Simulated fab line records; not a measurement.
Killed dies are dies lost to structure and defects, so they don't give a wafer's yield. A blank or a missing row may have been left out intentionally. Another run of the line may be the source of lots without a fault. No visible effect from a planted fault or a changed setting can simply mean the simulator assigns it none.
fab line records | flow n5Finfet
record: lots: 24 wafers: 72 lastDay: 18
route steps=1938 shown BEOL_M12@1646 BEOL_M13@1674 BEOL_M14@1749
lots untouched by any fault: they come from a run of this same line in which no faults occurred
startH: hours from the record's opening day to when the first of the lot's shown wafers began | waitH: time in hours since the lot's previous step | " as in the row above | L1.1+2: a single row standing in for several wafers | - no value, or no start was given | * or withheld: withheld | < > ~ a bound
route shown NAME@n: a module of which the file shows steps, and the number in the route of the first | usual: mean and standard deviation over wafers with no fault | same: alike in all rows | chamber/n: place in a boat | sites: readings site by site | _std_site: standard deviation of those values | _edge_site: the outer-site mean with the inner-site mean subtracted | radiusMm: for every site, how far away it sits from the centre of the wafer | mask NAME#n: copy n | behind: tool/chamber where the wafer was last shaped | hold: reason for holding the lot/hours on hold/outcome of the hold | device: transistor that didn't switch, given as n, p or np | end of line: the same wafers' tests at the end of the route | for a step that has no rows: nothing shown but its recipe | killed: not the wafer's yield, but the dies lost to structure and defects at the first sort | map: a wafer's dies, x killed, . not, _ none there
set.NAME: the setting the step ran with; set.NAME@STEP: the setting that earlier step ran with | model.NAME: the simulator's own value behind a step, which no gauge read
steps of the route over a sample of lots; a table a step, a row a wafer
services: when a tool's chamber went out of use (startH, in hours from the record's first day, below 0 if earlier), for how many hours, and the reason
== steps ==
step: N5_BEOL_M12_DEGAS_41
recipe: ambient: vacuum tempC: 250 timeS: 60
usual: heaterPowerW: 336/42
columns lot.wafer tool chamber startH waitH heaterPowerW
L074.2 pvdSputter-03 - 230.18 0.2 397
L074.3 " - " " 374
L074.4 " - " " 272
L075.1 pvdSputter-01 - 237.43 0.4 286
L075.3 " - " " 332
L075.5 " - " " 285
L076.1 pvdSputter-01 - 245.61 0.2 296
L076.2 " - " " 327
L076.5 " - " " 388
L078.3 pvdSputter-02 - 257.06 0.2 327
L078.5 " - " " 320
L078.6 " - " " 391
L077.1 pvdSputter-01 - 260.63 0.4 286
L077.2 " - " " 390
L077.3 " - " " 323
L080.2 pvdSputter-03 - 269.36 0.2 374
L080.4 " - " " 269
L080.5 " - " " 386
L079.1 pvdSputter-01 - 274.91 1.8 290
L079.4 " - " " 323
L079.6 " - " " 282
L081.1 pvdSputter-02 - 278.79 0.3 283
L081.2 " - " " 318
L081.3 " - " " 324
L082.1 pvdSputter-01 - 294.23 0.2 324
L082.3 " - " " 290
L082.6 " - " " 388
L083.2 pvdSputter-01 - 294.59 0.3 285
L083.5 " - " " 325
L083.6 " - " " 327
L084.3 pvdSputter-03 - 308.52 0.7 278
L084.5 " - " " 332
L084.6 " - " " 383
L086.1 pvdSputter-03 - 308.98 0.3 328
L086.3 " - " " 276
L086.4 " - " " 396
L087.2 pvdSputter-03 - 309.90 0.7 322
L087.3 " - " " 277
L087.4 " - " " 396
L085.1 pvdSputter-02 - 314.15 0.4 318
L085.2 " - " " 321
L085.5 " - " " 393
L088.2 pvdSputter-01 - 323.13 0.2 318
L088.5 " - " " 323
L088.6 " - " " 387
L090.1 pvdSputter-02 - 337.23 0.2 319
L090.2 " - " " 394
L090.3 " - " " 328
L089.2 pvdSputter-03 - 337.59 0.0 329
L089.3 " - " " 367
L089.6 " - " " 266
L091.2 pvdSputter-03 - 338.47 0.8 392
L091.4 " - " " 273
L091.5 " - " " 373
L092.1 pvdSputter-03 - 351.11 0.6 330
L092.4 " - " " 394
L092.6 " - " " 323
L093.1 pvdSputter-03 - 369.47 0.0 391
L093.3 " - " " 269
L093.5 " - " " 387
L095.2 pvdSputter-03 - 370.39 0.1 276
L095.3 " - " " 395
L095.5 " - " " 399
L094.1 pvdSputter-01 - 374.19 0.0 322
L094.2 " - " " 402
L094.5 " - " " 282
L097.2 pvdSputter-01 - 374.52 0.0 391
L097.3 " - " " 322
L097.6 " - " " 397
L096.2 pvdSputter-01 - 382.65 0.2 319
L096.4 " - " " 387
L096.6 " - " " 329
step: N5_BEOL_M12_RS_MEAS_54
recipe: thkMeasGauge: four-point-probe reads: Cu_of_BEOL_M12_ECD_47+Ta_of_BEOL_M12_SPUTTER_44+TaN_of_BEOL_M12_SPUTTER_43
usual: M12_RS: 0.0599/0.00084
columns lot.wafer tool chamber startH waitH M12_RS[ohm/sq]
L074.2 filmMetro-01 - 232.12 0.0 0.0618
L074.3 " - " " 0.0610
L074.4 " - " " 0.0588
L075.1 filmMetro-02 - 238.84 0.0 0.0621
L075.3 " - " " 0.0593
L075.5 " - " " 0.0602
L076.1 filmMetro-02 - 246.82 0.0 0.0605
L076.2 " - " " 0.0583
L076.5 " - " " 0.0600
L078.3 filmMetro-02 - 258.31 0.0 0.0589
L078.5 " - " " 0.0592
L078.6 " - " " 0.0613
L077.1 filmMetro-02 - 261.98 0.1 0.0604
L077.2 " - " " 0.0611
L077.3 " - " " 0.0596
L080.2 filmMetro-01 - 270.58 0.0 0.0596
L080.4 " - " " 0.0601
L080.5 " - " " 0.0598
L079.1 filmMetro-02 - 276.13 0.0 0.0607
L079.4 " - " " 0.0592
L079.6 " - " " 0.0596
L081.1 filmMetro-02 - 280.00 0.0 0.0592
L081.2 " - " " 0.0588
L081.3 " - " " 0.0588
L082.1 filmMetro-01 - 295.68 0.0 0.0595
L082.3 " - " " 0.0611
L082.6 " - " " 0.0598
L083.2 filmMetro-02 - 295.95 0.0 0.0608
L083.5 " - " " 0.0602
L083.6 " - " " 0.0610
L084.3 filmMetro-02 - 309.88 0.0 0.0574
L084.5 " - " " 0.0571
L084.6 " - " " 0.0599
L086.1 filmMetro-01 - 310.20 0.0 0.0608
L086.3 " - " " 0.0593
L086.4 " - " " 0.0591
L087.2 filmMetro-02 - 311.37 0.0 0.0587
L087.3 " - " " 0.0605
L087.4 " - " " 0.0599
L085.1 filmMetro-02 - 315.38 0.0 0.0595
L085.2 " - " " 0.0586
L085.5 " - " " 0.0597
L088.2 filmMetro-02 - 324.47 0.0 0.0589
L088.5 " - " " 0.0585
L088.6 " - " " 0.0592
L090.1 filmMetro-02 - 339.21 0.0 0.0603
L090.2 " - " " 0.0600
L090.3 " - " " 0.0587
L089.2 filmMetro-02 - 339.67 0.0 0.0602
L089.3 " - " " 0.0605
L089.6 " - " " 0.0595
L091.2 filmMetro-02 - 339.99 0.0 0.0600
L091.4 " - " " 0.0604
L091.5 " - " " 0.0606
L092.1 filmMetro-02 - 352.33 0.0 0.0603
L092.4 " - " " 0.0597
L092.6 " - " " 0.0618
L093.1 filmMetro-01 - 370.69 0.0 0.0600
L093.3 " - " " 0.0603
L093.5 " - " " 0.0600
L095.2 filmMetro-02 - 371.97 0.0 0.0610
L095.3 " - " " 0.0593
L095.5 " - " " 0.0606
L094.1 filmMetro-02 - 375.41 0.0 0.0598
L094.2 " - " " 0.0596
L094.5 " - " " 0.0601
L097.2 filmMetro-01 - 375.74 0.0 0.0600
L097.3 " - " " 0.0581
L097.6 " - " " 0.0583
L096.2 filmMetro-01 - 385.95 0.0 0.0615
L096.4 " - " " 0.0597
L096.6 " - " " 0.0594
step: N5_BEOL_M13_VIA_ETCH_16
recipe: chemistry: C4F8/O2/Ar target: SiOC pressureMtorr: 30 sourceW: 3000 biasW: 700 Ar_flow_sccm: 400 C4F8_flow_sccm: 15 O2_flow_sccm: 8 heInnerTorr: 15 heOuterTorr: 30 targetDepthA: 9217 timeS: withheld ionEnergyEv: 250 ends: cleared
usual: drypumpMotorCurrentA: 5.8/0.43 mfcArSccm: 399.7/1.2 oesProductAu: 0.67/0.067 rfFwdPowerW: 2996/9.1 rfVppV: 665/3.4 showerheadPlenumPTorr: 3.41/0.12 throttleValvePct: 24.28/0.21
columns lot.wafer tool chamber startH waitH drypumpMotorCurrentA mfcArSccm oesProductAu rfFwdPowerW rfVppV showerheadPlenumPTorr throttleValvePct
L074.2 rieDiel-02 0 232.81 0.0 5.8 400.3 0.65 2985 663 3.40 24.07
L074.3 " 3 " " 5.9 398.6 0.62 2991 661 3.25 24.22
L074.4 " 2 " " 4.9 401.1 0.65 3009 666 3.38 24.02
L075.1 rieDiel-05 2 239.53 0.0 5.6 402.4 0.63 2993 669 3.53 24.26
L075.3 " 3 " " 5.6 396.8 0.62 2993 667 3.52 24.30
L075.5 " 1 " " 5.7 398.6 0.64 2992 662 3.28 24.74
L076.1 rieDiel-01 1 247.64 0.0 6.5 398.6 0.79 2989 665 3.44 24.00
L076.2 " 2 " " 5.9 400.1 0.64 2997 668 3.53 24.45
L076.5 " 3 " " 5.0 401.2 0.63 3000 659 3.27 24.26
L078.3 rieDiel-05 2 259.13 0.0 5.6 399.8 0.64 2988 669 3.52 24.28
L078.5 " 2 " " 5.6 400.2 0.64 2988 668 3.52 24.28
L078.6 " 3 " " 5.6 400.9 0.63 2993 668 3.51 24.30
L077.1 rieDiel-01 1 262.67 0.0 6.5 396.9 0.79 2998 667 3.44 23.99
L077.2 " 0 " " 6.0 399.3 0.68 2978 660 3.27 24.36
L077.3 " 3 " " 5.0 399.5 0.63 2992 662 3.26 24.28
L080.2 rieDiel-05 3 271.27 0.0 5.6 401.1 0.62 3012 669 3.51 24.31
L080.4 " 0 " " 5.9 398.0 0.73 2990 669 3.58 24.29
L080.5 " 3 " " 5.6 401.2 0.63 3002 669 3.51 24.30
L079.1 rieDiel-01 1 276.82 0.0 6.5 398.0 0.78 2981 667 3.43 24.00
L079.4 " 0 " " 6.0 398.8 0.68 2996 662 3.27 24.36
L079.6 " 2 " " 6.0 398.8 0.63 2999 668 3.53 24.44
L081.1 rieDiel-01 0 280.70 0.0 6.0 397.9 0.68 2984 661 3.26 24.36
L081.2 " 3 " " 5.0 401.7 0.63 2995 661 3.26 24.27
L081.3 " 1 " " 6.5 398.3 0.78 3009 666 3.43 24.00
L082.1 rieDiel-05 0 296.37 0.0 5.9 399.5 0.72 2992 669 3.58 24.32
L082.3 " 2 " " 5.6 399.6 0.63 3007 667 3.52 24.32
L082.6 " 0 " " 5.9 399.3 0.71 2993 670 3.58 24.31
L083.2 rieDiel-01 0 296.77 0.0 6.0 398.8 0.67 2986 660 3.26 24.37
L083.5 " 1 " " 6.5 399.9 0.77 2987 667 3.43 24.00
L083.6 " 0 " " 6.0 400.7 0.67 3004 661 3.26 24.37
L084.3 rieDiel-02 3 310.70 0.0 5.9 400.3 0.60 2988 659 3.24 24.25
L084.5 " 2 " " 4.9 397.4 0.64 3005 663 3.37 24.06
L084.6 " 3 " " 5.9 397.7 0.61 2997 660 3.24 24.25
L086.1 rieDiel-05 3 311.02 0.0 5.6 398.4 0.87 2981 668 3.51 23.99
L086.3 " 1 " " 5.7 396.9 0.63 3000 662 3.27 24.75
L086.4 " 2 " " 5.6 398.3 0.63 3007 669 3.52 24.32
L087.2 rieDiel-02 3 312.60 0.0 5.9 401.0 0.60 2986 660 3.24 24.26
L087.3 " 0 " " 5.7 400.3 0.63 3005 664 3.39 24.10
L087.4 " 2 " " 5.0 400.6 0.63 2999 665 3.37 24.05
L085.1 rieDiel-02 1 316.07 0.0 6.2 399.9 0.63 3000 667 3.52 24.27
L085.2 " 0 " " 5.8 400.3 0.63 3014 664 3.39 24.11
L085.5 " 3 " " 5.9 399.5 0.60 2995 661 3.24 24.27
L088.2 rieDiel-05 1 325.43 0.0 5.7 400.8 0.62 2997 662 3.27 24.77
L088.5 " 1 " " 5.7 399.6 0.62 2991 661 3.27 24.76
L088.6 " 3 " " 5.6 401.8 0.84 2992 667 3.51 23.99
L090.1 rieDiel-01 1 340.09 0.0 6.5 400.4 0.76 3013 666 3.42 24.02
L090.2 " 3 " " 5.0 400.8 0.62 2992 661 3.25 24.30
L090.3 " 2 " " 6.0 399.8 0.62 3007 667 3.52 24.48
L089.2 rieDiel-02 3 340.64 0.0 5.9 400.1 0.60 3000 661 3.24 24.25
L089.3 " 1 " " 6.2 400.8 0.63 2983 666 3.51 24.28
L089.6 " 0 " " 5.7 400.9 0.62 3003 664 3.38 24.09
L091.2 rieDiel-01 3 341.00 0.0 5.0 399.5 0.62 2982 659 3.25 24.30
L091.4 " 2 " " 5.9 399.9 0.62 2979 667 3.52 24.47
L091.5 " 0 " " 6.0 397.8 0.67 2993 660 3.25 24.40
L092.1 rieDiel-02 0 353.21 0.0 5.8 398.9 0.63 2988 663 3.38 24.10
L092.4 " 2 " " 5.0 401.1 0.63 2976 664 3.36 24.07
L092.6 " 0 " " 5.7 399.3 0.64 2985 666 3.38 24.11
L093.1 rieDiel-01 2 371.51 0.0 6.0 400.2 0.61 3016 666 3.51 24.49
L093.3 " 0 " " 6.1 401.1 0.66 2991 662 3.25 24.40
L093.5 " 2 " " 6.0 400.2 0.61 2985 669 3.51 24.49
L095.2 rieDiel-01 0 372.79 0.0 6.0 398.2 0.66 2977 660 3.25 24.40
L095.3 " 2 " " 6.0 399.4 0.61 3012 668 3.51 24.48
L095.5 " 0 " " 6.0 398.3 0.66 3004 660 3.25 24.39
L094.1 rieDiel-05 0 376.23 0.0 5.9 401.7 0.71 2993 668 3.56 24.34
L094.2 " 3 " " 5.6 399.8 0.80 3001 668 3.50 24.01
L094.5 " 0 " " 5.9 399.6 0.71 2992 669 3.56 24.34
L097.2 rieDiel-05 3 376.57 0.0 5.6 400.5 0.81 3010 668 3.50 24.02
L097.3 " 2 " " 5.6 398.9 0.83 3007 668 3.51 23.99
L097.6 " 0 " " 5.9 400.9 0.71 3010 669 3.56 24.34
L096.2 rieDiel-02 3 386.64 0.0 5.9 398.6 0.86 3006 670 3.63 24.04
L096.4 " 1 " " 6.2 402.1 0.61 2988 667 3.50 24.30
L096.6 " 3 " " 5.9 398.7 0.86 2991 672 3.63 24.05
step: N5_BEOL_M13_OVL_MEAS_29
recipe: pointsPerWafer: 44
usual: M13_OVL: -4/5.6
columns lot.wafer tool chamber startH waitH M13_OVL[nm]
L074.2 overlay-02 0 233.62 0.0 2
L074.3 " 0 " " -3
L074.4 " 0 " " 4
L075.1 overlay-01 0 240.33 0.0 2
L075.3 " 0 " " -6
L075.5 " 0 " " -4
L076.1 overlay-01 0 248.44 0.0 -4
L076.2 " 0 " " -3
L076.5 " 0 " " 1
L078.3 overlay-01 0 260.06 0.0 -6
L078.5 " 0 " " 0
L078.6 " 0 " " -3
L077.1 overlay-01 0 263.60 0.0 3
L077.2 " 0 " " 0
L077.3 " 0 " " -6
L080.2 overlay-01 0 272.23 0.0 4
L080.4 " 0 " " 1
L080.5 " 0 " " -6
L079.1 overlay-02 0 277.62 0.0 -7
L079.4 " 0 " " -9
L079.6 " 0 " " -10
L081.1 overlay-02 0 281.62 0.0 -4
L081.2 " 0 " " 0
L081.3 " 0 " " -5
L082.1 overlay-01 0 297.17 0.0 5
L082.3 " 0 " " 4
L082.6 " 0 " " 4
L083.2 overlay-02 0 297.70 0.0 -1
L083.5 " 0 " " 6
L083.6 " 0 " " -5
L084.3 overlay-01 0 311.50 0.0 -11
L084.5 " 0 " " -9
L084.6 " 0 " " -1
L086.1 overlay-01 0 311.98 0.0 -6
L086.3 " 0 " " -6
L086.4 " 0 " " -6
L087.2 overlay-02 0 313.57 0.0 -7
L087.3 " 0 " " -10
L087.4 " 0 " " -6
L085.1 overlay-02 0 316.88 0.0 -5
L085.2 " 0 " " -4
L085.5 " 0 " " -1
L088.2 overlay-01 0 326.38 0.0 5
L088.5 " 0 " " -3
L088.6 " 0 " " 3
L090.1 overlay-01 0 340.89 0.0 -6
L090.2 " 0 " " -1
L090.3 " 0 " " -11
L089.2 overlay-01 0 341.48 0.0 -6
L089.3 " 0 " " -4
L089.6 " 0 " " -3
L091.2 overlay-02 0 341.93 0.0 -14
L091.4 " 0 " " -5
L091.5 " 0 " " -15
L092.1 overlay-02 0 354.13 0.0 -1
L092.4 " 0 " " -2
L092.6 " 0 " " -3
L093.1 overlay-02 0 372.44 0.0 -15
L093.3 " 0 " " 2
L093.5 " 0 " " -4
L095.2 overlay-02 0 373.64 0.0 -3
L095.3 " 0 " " -8
L095.5 " 0 " " -7
L094.1 overlay-02 0 377.03 0.0 -7
L094.2 " 0 " " -22
L094.5 " 0 " " -4
L097.2 overlay-02 0 377.59 0.0 -11
L097.3 " 0 " " -6
L097.6 " 0 " " -4
L096.2 overlay-01 0 387.44 0.0 -3
L096.4 " 0 " " -1
L096.6 " 0 " " -8
step: N5_BEOL_M14_DESCUM_33
recipe: chemistry: O2 timeS: 7.9 sourcePowerW: 50 biasPowerW: 20 pressureMtorr: 20 rfFrequencyHz: 2.712e+07 tempC: 40 o2FlowSccm: 225
usual: drypumpMotorCurrentA: 5.7/0.67 oesProductAu: 0.83/0.062 rfFwdPowerW: 49.29/0.3 rfVppV: 242.9/1.5 showerheadPlenumPTorr: 2.07/0.083 throttleValvePct: 20.43/0.21
columns lot.wafer tool chamber startH waitH drypumpMotorCurrentA oesProductAu rfFwdPowerW rfHoursCounterH rfVppV showerheadPlenumPTorr throttleValvePct
L074.2 rieDiel-03 0 239.21 0.0 5.0 0.85 49.10 60 242.7 2.14 20.69
L074.3 " 3 " " 6.5 0.89 49.43 43 243.5 2.21 20.12
L074.4 " 1 " " 6.6 0.67 49.52 249 241.0 1.96 20.65
L075.1 rieDiel-03 2 248.74 0.0 4.8 0.87 49.45 56 243.5 2.05 20.14
L075.3 " 0 " " 5.0 0.85 48.96 64 243.4 2.14 20.70
L075.5 " 2 " " 4.8 0.86 49.41 - 242.7 2.05 20.15
L076.1 rieDiel-06 3 255.10 0.0 6.7 0.91 49.65 35 242.8 2.06 20.56
L076.2 " 1 " " 4.8 0.80 49.16 117 241.4 2.00 20.38
L076.5 " 0 " " 5.1 0.82 49.52 - 242.5 2.02 20.39
L078.3 rieDiel-03 0 264.57 0.0 5.0 0.84 48.98 71 243.2 2.14 20.71
L078.5 " 0 " " 5.0 0.84 48.70 - 243.6 2.14 20.72
L078.6 " 2 " " 4.8 0.85 49.48 - 242.3 2.05 20.17
L077.1 rieDiel-06 3 267.73 0.1 6.7 0.90 49.43 39 242.5 2.06 20.56
L077.2 " 2 " " 5.4 0.69 48.84 250 241.3 1.96 20.62
L077.3 " 0 " " 5.2 0.82 49.38 91 242.8 2.02 20.41
L080.2 rieDiel-06 0 278.44 0.0 5.2 0.81 49.78 96 241.5 2.01 20.40
L080.4 " 0 " " 5.2 0.81 49.73 - 243.7 2.01 20.40
L080.5 " 0 " " 5.1 0.81 49.64 - 242.1 2.01 20.41
L079.1 rieDiel-03 2 285.57 0.2 4.8 0.85 49.27 71 242.5 2.05 20.18
L079.4 " 1 " " 6.6 0.97 49.23 5 246.1 2.22 20.30
L079.6 " 2 " " 4.8 0.84 49.17 - 242.4 2.05 20.18
L081.1 rieDiel-06 3 285.89 0.0 6.7 0.89 49.75 48 242.1 2.06 20.57
L081.2 " 0 " " 5.1 0.80 49.64 99 242.3 2.01 20.42
L081.3 " 1 " " 4.8 0.78 49.28 129 241.6 1.99 20.41
L083.2 rieDiel-06 0 304.25 0.1 5.2 0.78 49.83 107 243.3 2.01 20.43
L083.5 " 1 " " 4.8 0.78 49.25 - 241.8 1.99 20.42
L083.6 " 2 " " 5.4 0.94 49.15 - 245.9 2.22 20.26
L082.1 rieDiel-04 3 306.58 0.4 5.7 0.80 49.98 114 242.8 2.04 20.81
L082.3 " 2 " " 5.9 0.91 49.12 15 242.4 2.04 20.18
L082.6 " 2 " " 5.9 0.91 49.32 - 242.5 2.03 20.15
L084.3 rieDiel-03 2 319.03 0.1 4.8 0.84 49.62 83 243.3 2.05 20.18
L084.5 " 0 " " 5.0 0.81 49.05 - 245.2 2.13 20.75
L084.6 " 1 " " 6.6 0.93 49.29 - 245.8 2.22 20.31
L086.1 rieDiel-04 0 320.33 0.0 5.5 0.72 48.81 188 239.9 1.98 20.46
L086.3 " 3 " " 5.6 0.79 49.59 118 241.8 2.04 20.82
L086.4 " 2 " " 5.8 0.90 49.31 19 241.5 2.03 20.16
L087.2 rieDiel-06 3 325.92 0.0 6.7 0.87 49.27 63 241.7 2.05 20.59
L087.3 " 0 " " 5.2 0.80 49.56 113 240.7 2.01 20.45
L087.4 " 2 " " 5.4 0.93 48.72 10 245.7 2.22 20.26
L085.1 rieDiel-04 3 325.98 0.0 5.7 0.79 49.63 120 243.7 2.04 20.81
L085.2 " 2 " " 5.8 0.90 48.95 21 243.5 2.03 20.17
L085.5 " 3 " " 5.7 0.79 49.56 - 242.4 2.04 20.81
L088.2 rieDiel-03 3 334.38 0.0 6.5 0.83 49.54 78 245.3 2.20 20.18
L088.5 " 0 " " 5.0 0.82 49.21 - 242.2 2.13 20.75
L088.6 " 1 " " 6.6 0.91 49.25 - 246.4 2.22 20.33
L090.1 rieDiel-04 0 347.09 0.1 5.5 0.70 49.06 198 242.1 1.98 20.47
L090.2 " 1 " " 6.1 0.79 49.38 108 242.3 2.04 20.43
L090.3 " 3 " " 5.6 0.78 49.85 128 240.9 2.04 20.83
L089.2 rieDiel-06 3 348.48 0.9 6.7 0.86 49.42 70 243.6 2.05 20.61
L089.3 " 0 " " 5.2 0.79 49.86 120 241.2 2.01 20.44
L089.6 " 3 " " 6.7 0.86 49.35 - 242.3 2.05 20.61
L091.2 rieDiel-03 0 348.94 1.0 5.0 0.81 48.80 100 244.2 2.13 20.76
L091.4 " 1 " " 6.6 0.90 49.18 26 244.7 2.21 20.33
L091.5 " 2 " " 4.8 0.83 49.64 - 242.0 2.04 20.20
L092.1 rieDiel-06 3 358.70 0.0 6.7 0.84 49.49 74 241.5 2.05 20.62
L092.4 " 3 " " 6.7 0.84 49.58 - 242.2 2.05 20.61
L092.6 " 1 " " 4.8 0.75 49.20 - 243.1 1.99 20.45
L093.1 rieDiel-04 1 378.18 0.0 6.1 0.77 49.25 118 242.0 2.03 20.45
L093.3 " 2 " " 5.8 0.86 49.53 39 242.5 2.03 20.22
L093.5 " 3 " " 5.6 0.78 49.72 - 244.4 2.04 20.84
L095.2 rieDiel-04 3 378.76 0.1 5.7 0.78 49.95 138 242.8 2.04 20.83
L095.3 " 2 " " 5.9 0.87 49.38 40 243.2 2.03 20.19
L095.5 " 0 " " 5.5 0.70 48.89 - 240.5 1.98 20.50
L094.1 rieDiel-04 2 382.12 0.1 5.8 0.87 49.28 41 242.0 2.03 20.19
L094.2 " 1 " " 6.1 0.78 49.23 120 242.7 2.03 20.44
L094.5 " 1 " " 6.1 0.77 49.27 - 242.7 2.03 20.44
L097.2 rieDiel-03 3 382.94 0.2 6.5 0.82 49.35 97 244.6 2.19 20.22
L097.3 " 0 " " 5.0 0.80 49.14 112 242.3 2.12 20.76
L097.6 " 1 " " 6.5 0.89 49.49 - 244.6 2.21 20.33
L096.2 rieDiel-06 1 392.48 0.1 4.8 0.74 49.11 168 240.8 1.98 20.45
L096.4 " 3 " " 6.6 0.84 49.31 - 242.8 2.04 20.64
L096.6 " 2 " " 5.4 0.86 49.23 - 245.8 2.21 20.30
step: N5_BEOL_M14_STRIP_37
recipe: chemistry: O2 powerW: 600 tempC: 60 pressureMtorr: 30 rfFrequencyHz: 6e+07 biasPowerW: 0 overashFraction: 0.3 o2FlowSccm: 225
usual: drypumpMotorCurrentA: 5.6/0.6 oesProductAu: 0.82/0.063 rfVppV: 3.6/1.1 showerheadPlenumPTorr: 2.06/0.077 throttleValvePct: 16.67/0.19
columns lot.wafer tool chamber startH waitH drypumpMotorCurrentA oesProductAu rfHoursCounterH rfVppV showerheadPlenumPTorr throttleValvePct
L074.2 rieDiel-06 1 240.18 0.4 4.8 0.80 115 3.4 2.00 16.60
L074.3 " 0 " " 5.2 0.82 83 4.4 2.02 16.57
L074.4 " 3 " " 6.7 0.90 32 3.9 2.07 16.73
L075.1 rieDiel-04 0 252.44 3.1 5.5 0.71 161 3.8 2.00 16.65
L075.3 " 1 " " 6.1 0.81 77 3.7 2.05 16.60
L075.5 " 1 " " 6.2 0.82 - 3.1 2.05 16.62
L076.1 rieDiel-03 3 256.07 0.4 6.5 0.86 50 3.4 2.21 16.37
L076.2 " 0 " " 5.0 0.83 67 2.9 2.14 16.90
L076.5 " 0 " " 5.0 0.84 - 5.8 2.14 16.91
L078.3 rieDiel-06 1 268.31 3.1 4.8 0.79 123 3.1 2.00 16.68
L078.5 " 3 " " 6.7 0.90 - 3.7 2.06 16.76
L078.6 " 0 " " 5.1 0.82 - 3.5 2.02 16.63
L077.1 rieDiel-04 0 268.57 0.2 5.5 0.73 169 4.4 1.99 16.71
L077.2 " 1 " " 6.1 0.83 84 2.1 2.05 16.58
L077.3 " 3 " " 5.6 0.81 100 3.3 2.05 16.97
L080.2 rieDiel-04 0 282.39 3.0 5.5 0.73 174 2.9 1.99 16.71
L080.4 " 1 " " 6.1 0.80 - 3.5 2.05 16.61
L080.5 " 0 " " 5.5 0.72 - 4.2 1.99 16.70
L081.1 rieDiel-04 3 286.78 0.3 5.6 0.80 105 2.3 2.05 17.00
L081.2 " 0 " " 5.5 0.72 175 4.4 1.99 16.69
L081.3 " 2 " " 5.8 0.94 6 3.8 2.04 16.39
L079.1 rieDiel-04 3 287.22 1.0 5.7 0.82 105 2.7 2.05 17.01
L079.4 " 3 " " 5.7 0.81 - 3.1 2.05 16.99
L079.6 " 0 " " 5.5 0.72 - 2.1 1.99 16.67
L083.2 rieDiel-06 0 307.43 2.6 5.2 0.78 108 4.4 2.01 16.64
L083.5 " 1 " " 4.9 0.76 - 2.9 2.00 16.64
L083.6 " 2 " " 5.4 0.91 - 3.3 2.23 16.45
L082.1 rieDiel-06 3 308.67 1.5 6.7 0.89 57 3.1 2.06 16.75
L082.3 " 1 " " 4.9 0.77 139 5.0 2.00 16.67
L082.6 " 1 " " 4.8 0.78 - 5.7 2.00 16.67
L084.3 rieDiel-06 0 321.73 2.1 5.2 0.79 112 3.4 2.01 16.67
L084.5 " 2 " " 5.4 0.89 - 3.2 2.23 16.45
L084.6 " 3 " " 6.7 0.88 - 4.5 2.06 16.77
L086.1 rieDiel-03 0 322.97 2.0 5.0 0.83 91 3.0 2.13 16.92
L086.3 " 3 " " 6.5 0.83 74 3.9 2.21 16.42
L086.4 " 2 " " 4.8 0.83 84 7.7 2.05 16.43
L087.2 rieDiel-04 1 329.25 2.7 6.1 0.80 101 2.6 2.04 16.66
L087.3 " 0 " " 5.5 0.72 191 3.6 1.99 16.73
L087.4 " 3 " " 5.7 0.80 121 2.8 2.04 17.05
L085.1 rieDiel-06 3 329.55 3.0 6.7 0.86 64 2.7 2.06 16.78
L085.2 " 0 " " 5.2 0.80 114 3.6 2.01 16.64
L085.5 " 0 " " 5.2 0.80 - 4.5 2.01 16.68
L088.2 rieDiel-03 3 336.45 1.5 6.5 0.83 79 3.4 2.20 16.43
L088.5 " 3 " " 6.5 0.83 - 4.5 2.20 16.46
L088.6 " 0 " " 5.0 0.80 - 1.6 2.13 16.96
L090.1 rieDiel-04 2 347.81 0.1 5.9 0.88 29 4.0 2.03 16.42
L090.2 " 0 " " 5.5 0.70 198 3.2 1.98 16.76
L090.3 " 1 " " 6.1 0.78 108 1.7 2.04 16.65
L091.2 rieDiel-04 3 350.29 0.7 5.6 0.78 129 2.9 2.04 17.05
L091.4 " 2 " " 5.8 0.89 31 4.2 2.03 16.46
L091.5 " 3 " " 5.7 0.78 - 2.7 2.04 17.02
L089.2 rieDiel-06 2 355.28 6.2 5.4 0.88 20 3.7 2.22 16.50
L089.3 " 1 " " 4.8 0.76 154 4.2 1.99 16.71
L089.6 " 0 " " 5.1 0.77 - 4.0 2.01 16.70
L092.1 rieDiel-03 3 369.38 10.1 6.5 0.81 90 3.5 2.20 16.47
L092.4 " 1 " " 6.6 0.89 33 3.6 2.22 16.51
L092.6 " 3 " " 6.5 0.82 - 5.1 2.20 16.48
L093.1 rieDiel-06 2 379.70 0.9 5.4 0.88 29 4.1 2.22 16.50
L093.3 " 1 " " 4.8 0.75 163 4.7 1.99 16.71
L093.5 " 1 " " 4.8 0.76 - 4.0 1.99 16.73
L095.2 rieDiel-06 3 379.91 0.5 6.7 0.84 81 4.9 2.05 16.81
L095.3 " 1 " " 4.8 0.76 163 1.6 1.99 16.75
L095.5 " 1 " " 4.8 0.75 - 3.5 1.99 16.71
L094.1 rieDiel-06 3 382.87 0.1 6.7 0.84 82 3.7 2.05 16.85
L094.2 " 2 " " 5.3 0.86 30 3.4 2.22 16.49
L094.5 " 1 " " 4.8 0.75 - 5.0 1.99 16.71
L097.2 rieDiel-04 0 384.90 1.3 5.5 0.69 210 3.3 1.98 16.78
L097.3 " 1 " " 6.1 0.78 121 3.3 2.04 16.67
L097.6 " 1 " " 6.1 0.78 - 2.8 2.04 16.64
L096.2 rieDiel-04 3 393.70 0.6 5.6 0.78 143 2.2 2.04 17.11
L096.4 " 1 " " 6.1 0.76 124 5.3 2.04 16.66
L096.6 " 2 " " 5.9 0.86 - 4.6 2.03 16.44
== services ==
columns tool chamber startH hours kind
rieDiel-04 2 239.29 - clean
rieDiel-04 2 239.29 - consumableReplace:focusRing
rieDiel-04 2 239.29 25.0 scheduledDown
rieDiel-04 2 239.29 25.0 ventCycle
rieDiel-03 1 241.09 - clean
rieDiel-03 1 241.09 - consumableReplace:focusRing
rieDiel-03 1 241.09 - consumableReplace:showerhead
rieDiel-06 2 243.08 8.3 repair
pvdSputter-01 - 265.37 5.6 repair
rieDiel-06 2 268.31 - clean
rieDiel-06 2 268.31 - consumableReplace:focusRing
rieDiel-06 2 268.31 - consumableReplace:showerhead
rieDiel-04 3 281.53 2.6 repair
rieDiel-04 - 311.41 0.7 repair
pvdSputter-02 - 350.92 15.4 repair
rieDiel-06 0 356.03 43.4 repair
pvdSputter-01 - 363.81 5.6 repair
rieDiel-05 0 365.70 8.6 repair
pvdSputter-02 - 366.68 18.9 repair
rieDiel-01 3 374.08 - clean
rieDiel-01 3 374.08 - consumableReplace:focusRing
rieDiel-01 3 374.08 - consumableReplace:showerhead
rieDiel-01 3 374.08 19.6 scheduledDown
rieDiel-03 0 388.66 19.8 repair
== key ==
fault none
